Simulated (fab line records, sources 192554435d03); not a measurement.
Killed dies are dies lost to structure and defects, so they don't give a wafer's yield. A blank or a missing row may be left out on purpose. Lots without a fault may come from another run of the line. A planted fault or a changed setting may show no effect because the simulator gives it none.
Chamber matching | flow n5_finfet | N5_GATE_CUT_HM_OPEN_40 on rie_diel-02: 4 sister chambers
The step chemistry C4F6/O2, target SiO2, target depth 139 nm, time 85.1 s. 16 wafers are shown with their chamber, then 8 later ones without.

WAFERS WITH THEIR CHAMBER
wafer  | chamber | showerhead_plenum_p_Torr (Torr) | drypump_motor_current_A (A) | rf_vpp_V (V)
L075.1 | 1       | 2.82                            | 6.0                         | 658
L075.3 | 0       | 2.84                            | 6.0                         | 660
L075.6 | 0       | 2.84                            | 6.0                         | 662
L080.1 | 3       | 2.93                            | 5.6                         | 668
L080.4 | 3       | 2.93                            | 5.5                         | 667
L080.6 | 1       | 2.81                            | 6.0                         | 660
L081.3 | 1       | 2.81                            | 6.0                         | 659
L081.4 | 0       | 2.83                            | 5.9                         | 659
L081.5 | 3       | 2.93                            | 5.6                         | 666
L087.1 | 3       | 2.93                            | 5.6                         | 668
L087.2 | 2       | 2.79                            | 6.0                         | 662
L087.3 | 0       | 2.82                            | 6.0                         | 660
L088.1 | 0       | 2.82                            | 5.9                         | 660
L088.4 | 3       | 2.92                            | 5.6                         | 667
L088.5 | 0       | 2.82                            | 5.9                         | 659
L089.1 | 1       | 2.81                            | 6.0                         | 659

SIGNATURES (means of the wafers above)
reading                  | chamber 0 | chamber 1 | chamber 2 | chamber 3 | scatter within a chamber
showerhead_plenum_p_Torr | 2.8283    | 2.8125    | 2.7900    | 2.9280    | 0.00729
drypump_motor_current_A  | 5.950     | 6.000     | 6.000     | 5.580     | 0.0438
rf_vpp_V                 | 660.00    | 659.00    | 662.00    | 667.20    | 0.949
Rule: a wafer's distance from a chamber is the root of the sum, over the readings, of the square of ((its reading less the chamber's mean) divided by the reading's scatter). The wafer belongs to the nearest chamber; if the next one is less than 2 further off, it can't be placed. The scatter: the root of (the sum of the squares of (reading less its chamber's mean) over the shown wafers, divided by (wafers less chambers)).

WAFERS WITHOUT THEIR CHAMBER
wafer  | showerhead_plenum_p_Torr (Torr) | drypump_motor_current_A (A) | rf_vpp_V (V)
L089.3 | 2.79                            | 6.0                         | 661
L089.6 | 2.92                            | 5.6                         | 667
L091.1 | 2.82                            | 5.9                         | 659
L091.2 | 2.79                            | 6.0                         | 659
L091.6 | 2.82                            | 6.0                         | 658
L092.1 | 2.92                            | 5.6                         | 666
L092.2 | 2.79                            | 6.0                         | 659
L092.3 | 2.81                            | 6.0                         | 658

WHICH CHAMBER EACH WENT THROUGH
wafer  | from the rows above     | in truth
L089.3 | 2                       | 2
L089.6 | 3                       | 3
L091.1 | can't be placed: 0 or 1 | 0
L091.2 | can't be placed: 1 or 2 | 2
L091.6 | can't be placed: 1 or 0 | 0
L092.1 | 3                       | 3
L092.2 | can't be placed: 1 or 2 | 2
L092.3 | 1                       | 1
Placed correctly: 4 of 8. Can't be placed from these rows: 4 (the true chamber is among the candidates in 4). Placed wrongly: 0.
